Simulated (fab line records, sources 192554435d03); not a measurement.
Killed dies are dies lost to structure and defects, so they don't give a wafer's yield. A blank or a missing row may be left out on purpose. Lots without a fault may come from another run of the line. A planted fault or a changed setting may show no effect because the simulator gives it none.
A struck lot beside a sound one | flow n5_finfet | 37 steps out of a route of 1938
Sound: wafers L634.2, L634.3, L634.6. Struck: wafer L626.5. (L626.4 of the same lot was not struck and is left out.) The cause comes at the end.
At each step with rows: each side's tool, then ch and its chambers, then its first start. Under that, the readings that differ: sound wafers | struck wafers | difference of the means | sigmas: that difference in standard deviations of wafers without a fault.
alike: readings whose means differ by less than 2 such deviations, and words and numbers that are the same on both sides. not compared: withheld readings, readings that some wafer has no value for, bounds like >300 that may hide the same value, and numbers for which the record gives no deviation and whose values overlap.
The two part at a step that has a row with sigmas, a row that says differs or no value, or rows on one side only. Numbers that don't overlap but have no deviation are shown without sigmas and don't part them. A reading that every wafer of one side lacks parts them only if that side has two wafers or more.

first, 9 steps without rows for these wafers: N5_BEOL_M10_PEB_26 (peb time 60 s); N5_BEOL_M10_DEVELOP_27 (develop time 30 s); N5_BEOL_M10_DESCUM_33 (chemistry O2, time 7.9 s); N5_BEOL_M10_ETCH_65 (etches SiARC in CF4, target depth 39 nm, time 65 s); N5_BEOL_M10_ETCH_66 (etches SOC in N2/H2, target depth 120 nm, overetch 24 nm, time 180 s); N5_BEOL_M10_STRIP_69 (strips in N2/H2); N5_BEOL_M10_VIA_ETCH_34 (etches SiCOH lowk in C4F6/O2, target depth 184.5 nm, time 69.2 s); N5_BEOL_M10_STRIP_73 (strips in C4F6/O2); N5_BEOL_M10_STRIP_36 (strips in N2/H2).
N5_BEOL_M10_TRENCH_ETCH_37: etches SiCOH lowk in C4F6/O2, target depth 148.83 nm, time 48 s.
  sound on rie_diel-01 ch 1,2,3, day 16 13:22; struck on rie_diel-05 ch 3, day 13 11:56
  reading                              | sound             | struck | difference | sigmas
  run_length_s (s)                     | 71.6 70.9 71.0    | 65.0   | -6.2       | -19
  throttle_valve_pct (%)               | 20.87 20.67 20.70 | 21.38  | +0.63      | +2
  model.etch.depth_nm (nm)             | 145.7 149.7 147.2 | 129.5  | -18.0      |
  model.BEOL_M10.feature_depth_nm (nm) | 145.8 149.8 147.2 | 129.6  | -18.0      |
  alike: O2_flow_sccm, drypump_motor_current_A, oes_product_au, rf_vpp_V, showerhead_plenum_p_Torr
  not compared: rf_hours_counter_h, model.TiN_of_BEOL_M10_HM_DEP_02.thk_nm
then, 2 steps without rows for these wafers: N5_BEOL_M10_ETCH_41 (etches SiCN in CH3F/O2, target depth 42.6 nm, time 86 s); N5_BEOL_M10_STRIP_77 (strips in N2/H2, time 10 s).
N5_BEOL_M10_OCD_MEAS_38:
  sound on ocd-02, day 16 13:33; struck on ocd-02, day 13 12:07
  reading              | sound             | struck | difference | sigmas
  trench_depth_nm (nm) | 145.6 150.0 147.3 | 129.1  | -18.5      | -9
then, 13 steps without rows for these wafers: N5_BEOL_M10_HM_STRIP_39 (strips TiN in peroxide tin strip, target depth 25 nm, time 158 s); N5_BEOL_M10_SRD_40 (time 30 s); N5_BEOL_M10_PRECLEAN_42 (cleans in residue remover, time 60 s); N5_BEOL_M10_SRD_43 (time 30 s); N5_BEOL_M10_CURE_72 (cures SiCOH lowk, time 120 s); N5_BEOL_M10_DEGAS_44 (time 60 s); N5_BEOL_M10_PRE_CLEAN_45 (time 30 s); N5_BEOL_M10_ALD_74 (deposits TaN, target thk 2 nm, pulse time 2 s, purge time 3 s); N5_BEOL_M10_SURFACE_TREAT_76; N5_BEOL_M10_CVD_75 (deposits Co from CCTBA/H2, target thk 2 nm, time 138.9 s); N5_BEOL_M10_SPUTTER_48 (material Cu, target thk 12 nm, time 2 s); N5_BEOL_M10_ECD_50 (material Cu, target thk 318 nm); N5_BEOL_M10_ANNEAL_51 (time 90 s).
N5_BEOL_M10_CMP_52: polishes, stops on SiCOH lowk, t overpolish 7 s, target thk 140 nm.
  sound on cmp-02 ch 0,2,3, day 16 15:44; struck on cmp-01 ch 3, day 13 14:22
  reading                                 | sound             | struck | difference | sigmas
  model.Cu_of_BEOL_M10_ECD_50.thk_nm (nm) | 135.8 140.8 138.8 | 120.6  | -17.9      |
  alike: barrier_field_endpoint_s, clearing_platen_rpm, motor_current_A, overpolish_run_s, time_to_endpoint_s
N5_BEOL_M10_THK_MEAS_53: measures by xrf.
  sound on film_metro-02, day 16 15:57; struck on film_metro-01, day 13 14:40
  reading      | sound             | struck | difference | sigmas
  M10_THK (nm) | 135.3 139.6 137.9 | 119.0  | -18.6      | -8
then, 2 steps without rows for these wafers: N5_BEOL_M10_PRE_CLEAN_55 (time 15 s); N5_BEOL_M10_DEP_56 (deposits SiCN from 3MS/NH3, target thk 15 nm, time 26.5 s).
N5_BEOL_M10_RS_MEAS_57: measures by four-point-probe.
  sound on film_metro-01, day 16 16:07; struck on film_metro-01, day 13 14:47
  reading         | sound                | struck | difference | sigmas
  M10_RS (ohm/sq) | 0.1563 0.1500 0.1524 | 0.1782 | +0.0253    | +9
then, 5 steps without rows for these wafers: N5_BEOL_M11_ILD_DEP_00 (deposits SiCOH lowk from DEMS/porogen, target thk 308.51 nm, time 58 s); N5_BEOL_M11_CURE_71 (cures SiCOH lowk, time 240 s); N5_BEOL_M11_PECVD_70 (deposits SiO2 from TEOS/O2, target thk 20 nm, time 22.7 s); N5_BEOL_M11_HM_DEP_02 (deposits TiN, target thk 20 nm); N5_BEOL_M11_COAT_59 (time 60 s, resist thk 100 nm).
N5_BEOL_M15_RC_MEAS_101:
  sound on prober-02 ch 0, day 18 00:06; struck on prober-01 ch 0, day 14 19:55
  reading                    | sound                 | struck  | difference | sigmas
  COMB_M8 (S/m)              | 2.6e-11 3e-11 2.6e-11 | 4.1e-11 | +1.4e-11   | +3
  SERP_M10 (ohm/um)          | 3.14 2.96 3.06        | 3.64    | +0.59      | +8
  SERP_M10_max_site (ohm/um) | 3.21 2.99 3.12        | 3.68    | +0.57      | +7
  alike: COMB_M11, COMB_M12, COMB_M13, COMB_M14, COMB_M15, COMB_M5, COMB_M6, COMB_M7, COMB_M8_max_site, COMB_M9, SERP_M11, SERP_M12, SERP_M13, SERP_M14, SERP_M5, SERP_M6, SERP_M7, SERP_M7_max_site, SERP_M8, SERP_M9, SERP_M9_max_site

WHERE THEY PART
First at N5_BEOL_M10_TRENCH_ETCH_37; last, within this record, at N5_BEOL_M15_RC_MEAS_101.

WHY: what the simulator had put in
Process parameter drift: rie_diel-05, from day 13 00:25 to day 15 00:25, at N5_BEOL_M10_TRENCH_ETCH_37. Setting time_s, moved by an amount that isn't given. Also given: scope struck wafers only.
